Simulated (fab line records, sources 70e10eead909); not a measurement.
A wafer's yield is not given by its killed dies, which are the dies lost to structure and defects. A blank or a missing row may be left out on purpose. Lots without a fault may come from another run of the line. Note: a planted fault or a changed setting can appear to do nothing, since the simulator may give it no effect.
Which of the tools did it? | flow nandHarc | 72 wafers from 24 lots sampled at 4 of the route's 1302 steps

== WHAT EACH GAUGE READ, for each wafer ==
NHARC_A_SOURCE_PLATE_INSPECT_08. Usual: rawDefectCount reads 59 (standard deviation 26).
lot  | measured     | on               | rawDefectCount | flag
L074 | day 7 21:46  | defectInspect-01 | 53 34 60       | 
L075 | day 8 02:41  | defectInspect-02 | 91 83 117      | 
L076 | day 8 12:35  | defectInspect-02 | 39 93 44       | 
L077 | day 8 22:26  | defectInspect-02 | 57 92 58       | 
L079 | day 9 12:50  | defectInspect-02 | 37 34 63       | 
L078 | day 9 12:50  | defectInspect-01 | 76 52 35       | 
L080 | day 10 12:58 | defectInspect-01 | 55 33 41       | 
L081 | day 10 22:05 | defectInspect-02 | 35 72 66       | 
L082 | day 10 22:07 | defectInspect-01 | 115 95 64      | 
L083 | day 11 14:13 | defectInspect-02 | 54 46 42       | 
L084 | day 12 07:37 | defectInspect-02 | 51 30 63       | 
L085 | day 12 13:22 | defectInspect-02 | 45 61 61       | 
L086 | day 12 23:45 | defectInspect-02 | 59 42 35       | 
L088 | day 13 21:08 | defectInspect-02 | 90 52 38       | 
L087 | day 13 21:08 | defectInspect-01 | 39 56 94       | 
L090 | day 14 15:57 | defectInspect-01 | 59 49 76       | 
L089 | day 14 15:57 | defectInspect-02 | 67 77 65       | 
L091 | day 14 19:35 | defectInspect-02 | 80 78 79       | 
L092 | day 15 03:38 | defectInspect-02 | 33 84 69       | 
L093 | day 16 04:18 | defectInspect-02 | 42 43 34       | 
L094 | day 16 04:18 | defectInspect-01 | 81 29 57       | 
L095 | day 16 12:53 | defectInspect-02 | 93 84 71       | 
L096 | day 16 21:59 | defectInspect-02 | 53 49 49       | 
L097 | day 17 14:38 | defectInspect-02 | 55 61 57       | 

== TOOL THAT RAN EACH LOT (tool first, then ch and the chambers of the sampled wafers, then the start) ==
lot  | NHARC_P_BONDPAD_CMP_32        | NHARC_P_BONDPAD_DESCUM_11         | NHARC_P_BONDPAD_STRIP_15
L074 | cmp-03 ch 1,2, day 6 18:02    | rieDiel-10 ch 0,1,2, day 6 19:06  | rieDiel-06 ch 0,3, day 6 19:28
L075 | cmp-03 ch 2,3, day 7 00:10    | rieDiel-10 ch 0,3, day 7 01:13    | rieDiel-05 ch 1,3, day 7 01:38
L076 | cmp-03 ch 0,2,3, day 7 10:10  | rieDiel-05 ch 0,2,3, day 7 11:04  | rieDiel-10 ch 0,1,3, day 7 11:27
L077 | cmp-02 ch 0,1,2, day 7 20:49  | rieDiel-06 ch 0,2,3, day 7 21:41  | rieDiel-05 ch 1,2,3, day 7 22:05
L079 | cmp-01 ch 1,2,3, day 8 09:49  | rieDiel-05 ch 1,2, day 8 10:50    | rieDiel-06 ch 0,1, day 8 11:15
L078 | cmp-01 ch 1,2,3, day 8 10:35  | rieDiel-05 ch 0,1,2, day 8 11:37  | rieDiel-10 ch 0,1, day 8 12:01
L080 | cmp-03 ch 0,1, day 9 09:42    | rieDiel-10 ch 0,1,2, day 9 10:37  | rieDiel-06 ch 0,1,3, day 9 11:02
L081 | cmp-02 ch 0,2,3, day 9 18:44  | rieDiel-05 ch 1,2,3, day 9 19:45  | rieDiel-10 ch 0,1,2, day 9 20:08
L082 | cmp-01 ch 0,1,2, day 9 21:02  | rieDiel-05 ch 0,1,2, day 9 22:02  | rieDiel-05 ch 0,2,3, day 9 22:27
L083 | cmp-03 ch 0,3, day 10 10:21   | rieDiel-05 ch 0,3, day 10 11:23   | rieDiel-06 ch 0,1, day 10 11:46
L084 | cmp-03 ch 0,1,2, day 11 01:32 | rieDiel-06 ch 0,1,2, day 11 02:25 | rieDiel-06 ch 1,2,3, day 11 02:49
L085 | cmp-02 ch 0,1,3, day 11 08:11 | rieDiel-06 ch 1,2, day 11 09:08   | rieDiel-06 ch 0,2, day 11 09:32
L086 | cmp-02 ch 1,2,3, day 11 21:30 | rieDiel-10 ch 1,2,3, day 11 22:29 | rieDiel-06 ch 1,2, day 11 22:52
L088 | cmp-02 ch 1,2, day 12 18:50   | rieDiel-06 ch 0,1,3, day 12 19:55 | rieDiel-06 ch 1,2,3, day 12 20:17
L087 | cmp-01 ch 0,1,3, day 12 19:49 | rieDiel-10 ch 0,1,3, day 12 20:43 | rieDiel-05 ch 1,2,3, day 12 21:07
L090 | cmp-01 ch 0,2,3, day 13 13:52 | rieDiel-06 ch 0,1,2, day 13 14:55 | rieDiel-05 ch 0,2,3, day 13 15:18
L089 | cmp-01 ch 2,3, day 13 14:45   | rieDiel-06 ch 0,2,3, day 13 15:49 | rieDiel-05 ch 0,1,3, day 13 16:14
L091 | cmp-01 ch 0,3, day 13 17:33   | rieDiel-10 ch 1,2,3, day 13 18:28 | rieDiel-06 ch 0,1,3, day 13 18:53
L092 | cmp-01 ch 1,3, day 14 00:20   | rieDiel-10 ch 1,2,3, day 14 01:22 | rieDiel-05 ch 0,1, day 14 01:45
L093 | cmp-01 ch 2,3, day 15 02:10   | rieDiel-06 ch 0,1,2, day 15 03:05 | rieDiel-10 ch 2,3, day 15 03:29
L094 | cmp-03 ch 0,2,3, day 15 02:59 | rieDiel-05 ch 1,2,3, day 15 04:01 | rieDiel-10 ch 0,1,3, day 15 04:25
L095 | cmp-01 ch 0,1,2, day 15 08:13 | rieDiel-06 ch 0,2,3, day 15 09:14 | rieDiel-06 ch 0,1,3, day 15 09:37
L096 | cmp-01 ch 0,2,3, day 15 20:02 | rieDiel-05 ch 2,3, day 15 21:05   | rieDiel-10 ch 0,1,2, day 15 21:28
L097 | cmp-01 ch 0,1,3, day 16 10:32 | rieDiel-10 ch 0,1,2, day 16 11:35 | rieDiel-05 ch 0,2,3, day 16 11:58
- NHARC_P_BONDPAD_CMP_32: polishes SiCN, target thk 200 nm.
- NHARC_P_BONDPAD_DESCUM_11: chemistry O2, time 3 s.
- NHARC_P_BONDPAD_STRIP_15: strips in O2.

== AS READ BY THE TOOLS THEMSELVES (means over the sampled wafers that have a number; for cases with no such wafer, the mark the record gives instead) ==
NHARC_P_BONDPAD_CMP_32. Usual: motorCurrentA reads 11.4 A (standard deviation 1.3).
lot  | tool   | motorCurrentA (A) | flag
L074 | cmp-03 | 11.2              | 
L075 | cmp-03 | 12.7              | 
L076 | cmp-03 | 13.4              | 
L077 | cmp-02 | 11.8              | 
L079 | cmp-01 | 11.1              | 
L078 | cmp-01 | 11.1              | 
L080 | cmp-03 | 12.3              | 
L081 | cmp-02 | 11.6              | 
L082 | cmp-01 | 10.4              | 
L083 | cmp-03 | 14.3              | 
L084 | cmp-03 | 11.6              | 
L085 | cmp-02 | 11.6              | 
L086 | cmp-02 | 11.4              | 
L088 | cmp-02 | 11.7              | 
L087 | cmp-01 | 10.6              | 
L090 | cmp-01 | 10.5              | 
L089 | cmp-01 | 10.9              | 
L091 | cmp-01 | 10.1              | 
L092 | cmp-01 | 11.4              | 
L093 | cmp-01 | 10.9              | 
L094 | cmp-03 | 13.0              | 
L095 | cmp-01 | 10.4              | 
L096 | cmp-01 | 10.3              | 
L097 | cmp-01 | 10.6              | 

NHARC_P_BONDPAD_DESCUM_11. Usual: drypumpMotorCurrentA 6.10 A, standard deviation 0.3; oesProductAu 1.001 a.u., standard deviation 0.011; rfVppV 57.7 V, standard deviation 0.87; showerheadPlenumPTorr 1.92 Torr, standard deviation 0.087; throttleValvePct 11.311 %, standard deviation 0.0092.
lot  | tool       | drypumpMotorCurrentA (A) | oesProductAu (a.u.) | rfVppV (V) | showerheadPlenumPTorr (Torr) | throttleValvePct (%) | flag
L074 | rieDiel-10 | 6.09                     | 0.991               | 58.1       | 1.91                         | 11.308               | 
L075 | rieDiel-10 | 6.18                     | 0.996               | 58.0       | 1.94                         | 11.312               | 
L076 | rieDiel-05 | 5.98                     | 1.005               | 57.7       | 1.95                         | 11.304               | 
L077 | rieDiel-06 | 6.35                     | 0.994               | 57.5       | 1.90                         | 11.313               | 
L079 | rieDiel-05 | 5.89                     | 0.994               | 57.6       | 1.87                         | 11.315               | 
L078 | rieDiel-05 | 5.80                     | 0.994               | 58.4       | 1.94                         | 11.315               | 
L080 | rieDiel-10 | 6.11                     | 1.002               | 57.6       | 1.91                         | 11.319               | 
L081 | rieDiel-05 | 6.04                     | 0.997               | 56.9       | 1.88                         | 11.312               | 
L082 | rieDiel-05 | 5.79                     | 1.000               | 57.6       | 1.94                         | 11.315               | 
L083 | rieDiel-05 | 6.07                     | 1.016               | 57.7       | 1.90                         | 11.309               | 
L084 | rieDiel-06 | 6.43                     | 1.009               | 58.4       | 1.96                         | 11.318               | 
L085 | rieDiel-06 | 6.37                     | 1.002               | 58.3       | 1.96                         | 11.318               | 
L086 | rieDiel-10 | 6.06                     | 1.000               | 58.5       | 1.91                         | 11.310               | 
L088 | rieDiel-06 | 6.21                     | 0.999               | 57.3       | 1.95                         | 11.308               | 
L087 | rieDiel-10 | 6.13                     | 1.004               | 58.5       | 1.89                         | 11.306               | 
L090 | rieDiel-06 | 6.44                     | 1.011               | 56.8       | 1.96                         | 11.319               | 
L089 | rieDiel-06 | 6.35                     | 1.003               | 58.1       | 1.90                         | 11.308               | 
L091 | rieDiel-10 | 6.07                     | 0.995               | 57.5       | 1.91                         | 11.318               | 
L092 | rieDiel-10 | 6.04                     | 0.996               | 57.6       | 1.91                         | 11.307               | 
L093 | rieDiel-06 | 6.43                     | 1.010               | 57.2       | 1.96                         | 11.316               | 
L094 | rieDiel-05 | 6.03                     | 1.015               | 57.8       | 1.88                         | 11.310               | 
L095 | rieDiel-06 | 6.36                     | 1.008               | 57.2       | 1.90                         | 11.308               | 
L096 | rieDiel-05 | 6.26                     | 1.006               | 58.5       | 1.89                         | 11.308               | 
L097 | rieDiel-10 | 6.10                     | 1.003               | 58.0       | 1.91                         | 11.309               | 

NHARC_P_BONDPAD_STRIP_15. Usual: drypumpMotorCurrentA 6.1 A, standard deviation 0.3; oesProductAu 1.004 a.u., standard deviation 0.012; rfVppV 57.9 V, standard deviation 0.84; showerheadPlenumPTorr 3.54 Torr, standard deviation 0.15; throttleValvePct 17.037 %, standard deviation 0.0094.
lot  | tool       | drypumpMotorCurrentA (A) | oesProductAu (a.u.) | rfVppV (V) | showerheadPlenumPTorr (Torr) | throttleValvePct (%) | flag
L074 | rieDiel-06 | 6.3                      | 0.994               | 58.8       | 3.59                         | 17.044               | 
L075 | rieDiel-05 | 6.1                      | 1.015               | 57.6       | 3.39                         | 17.043               | 
L076 | rieDiel-10 | 6.1                      | 0.998               | 57.9       | 3.49                         | 17.034               | 
L077 | rieDiel-05 | 6.1                      | 1.004               | 57.7       | 3.47                         | 17.020               | 
L079 | rieDiel-06 | 6.4                      | 1.005               | 58.7       | 3.70                         | 17.032               | 
L078 | rieDiel-10 | 6.1                      | 0.996               | 57.4       | 3.41                         | 17.046               | 
L080 | rieDiel-06 | 6.2                      | 0.995               | 58.2       | 3.59                         | 17.041               | 
L081 | rieDiel-10 | 6.1                      | 0.996               | 57.3       | 3.53                         | 17.039               | 
L082 | rieDiel-05 | 6.0                      | 1.007               | 57.5       | 3.59                         | 17.038               | 
L083 | rieDiel-06 | 6.4                      | 0.995               | 57.8       | 3.70                         | 17.032               | 
L084 | rieDiel-06 | 6.3                      | 0.993               | 58.1       | 3.50                         | 17.030               | 
L085 | rieDiel-06 | 6.5                      | 1.017               | 57.5       | 3.61                         | 17.033               | 
L086 | rieDiel-06 | 6.4                      | 1.016               | 57.9       | 3.61                         | 17.037               | 
L088 | rieDiel-06 | 6.3                      | 1.010               | 58.0       | 3.50                         | 17.031               | 
L087 | rieDiel-05 | 6.1                      | 1.014               | 57.6       | 3.47                         | 17.038               | 
L090 | rieDiel-05 | 6.0                      | 1.003               | 57.8       | 3.59                         | 17.033               | 
L089 | rieDiel-05 | 5.8                      | 1.013               | 58.3       | 3.49                         | 17.035               | 
L091 | rieDiel-06 | 6.2                      | 1.006               | 57.9       | 3.59                         | 17.037               | 
L092 | rieDiel-05 | 5.6                      | 0.995               | 57.6       | 3.60                         | 17.045               | 
L093 | rieDiel-10 | 6.0                      | 1.012               | 57.8       | 3.64                         | 17.031               | 
L094 | rieDiel-10 | 6.2                      | 1.001               | 58.7       | 3.49                         | 17.037               | 
L095 | rieDiel-06 | 6.2                      | 1.000               | 59.0       | 3.59                         | 17.039               | 
L096 | rieDiel-10 | 6.1                      | 0.993               | 57.7       | 3.52                         | 17.032               | 
L097 | rieDiel-05 | 6.0                      | 1.005               | 58.8       | 3.59                         | 17.036               | 

== THE ANSWER, worked out from the rows above alone ==
Rule: a lot is off if the mean of its wafers that have a number lies more than 3 standard deviations from the usual mean. A lot without any number at a reading at which 4 lots or more have one is off too. The other lots that the step has rows for count as sound. First the gauges in route order, then the tools' own readings, where a lot's mean is used as printed above. At the first step where some lot is off, the reading lying furthest off is the one used; lots without a number count as furthest.
No lot is off on any of the readings shown, so nothing can be concluded from this.

== WHAT THE SIMULATOR HAD PUT IN ==
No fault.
